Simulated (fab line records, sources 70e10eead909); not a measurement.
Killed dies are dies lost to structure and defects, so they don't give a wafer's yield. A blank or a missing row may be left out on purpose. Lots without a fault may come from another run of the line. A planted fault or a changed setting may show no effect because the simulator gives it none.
Chamber matching | flow nand_harc | NHARC_A_CONTACT_ETCH_96 on rie_diel-07: 4 sister chambers
The step etches the open film in C4F6/O2, target depth 20 nm, time 10 s. 4 wafers are shown with their chamber, then 7 later ones without.

WAFERS WITH THEIR CHAMBER
wafer  | chamber | drypump_motor_current_A (A)
L163.3 | 1       | 5.7
L165.5 | 2       | 5.6
L167.3 | 0       | 5.1
L166.2 | 3       | 6.1

WAFERS WITHOUT THEIR CHAMBER
wafer  | drypump_motor_current_A (A)
L166.3 | 5.7
L175.2 | 5.5
L175.5 | 5.5
L175.6 | 5.7
L178.1 | 6.1
L178.2 | 5.5
L178.4 | 5.0

WHICH CHAMBER EACH WENT THROUGH
wafer  | from the rows above     | in truth
L166.3 | can't be placed: 1 or 2 | 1
L175.2 | can't be placed: 2 or 1 | 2
L175.5 | can't be placed: 2 or 1 | 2
L175.6 | can't be placed: 1 or 2 | 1
L178.1 | 3                       | 3
L178.2 | can't be placed: 2 or 1 | 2
L178.4 | 0                       | 0
Placed correctly: 2 of 7. Can't be placed from these rows: 5 (the true chamber is among the candidates in 5). Placed wrongly: 0.
How it was worked out, from the rows above alone: a wafer's distance from a chamber is the root of the sum, over the readings, of the square of ((its reading less the chamber's mean) divided by the reading's scatter). The wafer belongs to the nearest chamber; if the next one is less than 2 further off, it can't be placed. A chamber's mean is the mean of its shown wafers. The scatter: with one shown wafer a chamber, the root of the mean of the squares of how far each hidden wafer lies from its nearest shown one.
